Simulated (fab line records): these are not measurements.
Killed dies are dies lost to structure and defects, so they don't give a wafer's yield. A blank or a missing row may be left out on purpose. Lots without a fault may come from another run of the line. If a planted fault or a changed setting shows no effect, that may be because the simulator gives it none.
Chamber matching    flow n5Finfet    rieDiel-02 running N5_FIN_CUT_STRIP_22: 4 sister chambers
The step strips in N2/H2. 22 wafers are shown with their chamber, then 11 later ones without.

## WAFERS PAIRED WITH THEIR CHAMBERS
wafer   chamber  drypumpMotorCurrentA (A)  showerheadPlenumPTorr (Torr)  throttleValvePct (%)
L076.1  1        5.2                       3.31                          19.32
L076.2  3        5.5                       3.37                          18.64
L076.4  2        5.8                       3.36                          18.95
L080.2  2        5.8                       3.36                          18.90
L080.4  0        5.0                       3.14                          18.88
L080.5  2        5.8                       3.36                          18.93
L081.2  0        5.0                       3.14                          18.84
L081.5  2        5.8                       3.35                          18.93
L081.6  1        5.2                       3.31                          19.30
L083.4  0        5.0                       3.14                          18.85
L083.5  3        5.5                       3.37                          18.64
L083.6  2        5.8                       3.35                          18.95
L084.2  3        5.5                       3.36                          18.66
L084.4  2        5.8                       3.35                          19.02
L084.6  3        5.4                       3.36                          18.70
L085.1  2        5.8                       3.35                          18.93
L085.4  3        5.5                       3.36                          18.72
L085.5  1        5.2                       3.30                          18.89
L086.1  3        5.5                       3.36                          18.75
L086.4  1        5.2                       3.30                          18.96
L086.6  3        5.5                       3.36                          18.70
L089.4  0        5.0                       3.13                          18.83

SIGNATURES (averages over the wafers above)
reading                chamber 0  chamber 1  chamber 2  chamber 3  scatter within a chamber
drypumpMotorCurrentA   5.000      5.200      5.800      5.486      0.0218
showerheadPlenumPTorr  3.1375     3.3050     3.3543     3.3629     0.00521
throttleValvePct       18.8500    19.1175    18.9443    18.6871    0.0975
Rule: for a wafer and a chamber, the distance is found by dividing, reading by reading, the gap between the wafer's reading and the chamber's mean by the reading's scatter, squaring, summing and taking the root. If the next closest chamber is less than 2 further off than the closest, the wafer can't be placed; otherwise it belongs to the closest. How the scatter is found: for the shown wafers, subtract from each reading the mean of its chamber, square and add these, divide the total by (wafers less chambers), then take the root.

## WAFERS WITHOUT THEIR CHAMBER
wafer   drypumpMotorCurrentA (A)  showerheadPlenumPTorr (Torr)  throttleValvePct (%)
L089.5  5.4                       3.36                          18.67
L089.6  5.8                       3.34                          18.94
L090.1  5.8                       3.34                          18.95
L090.2  5.0                       3.13                          18.88
L090.3  5.5                       3.36                          18.68
L094.2  5.0                       3.13                          18.93
L094.3  5.2                       3.30                          18.97
L094.6  5.0                       3.13                          18.90
L097.2  5.8                       3.34                          19.04
L097.3  5.5                       3.35                          18.70
L097.5  5.8                       3.34                          19.01

## WHICH CHAMBER EACH WENT THROUGH
wafer   from the rows above  in truth
L089.5  3                    3
L089.6  2                    2
L090.1  2                    2
L090.2  0                    0
L090.3  3                    3
L094.2  0                    0
L094.3  1                    1
L094.6  0                    0
L097.2  2                    2
L097.3  3                    3
L097.5  2                    2
Correctly placed: 11 of 11. From these rows, 0 cannot be placed. Wrongly placed: 0.
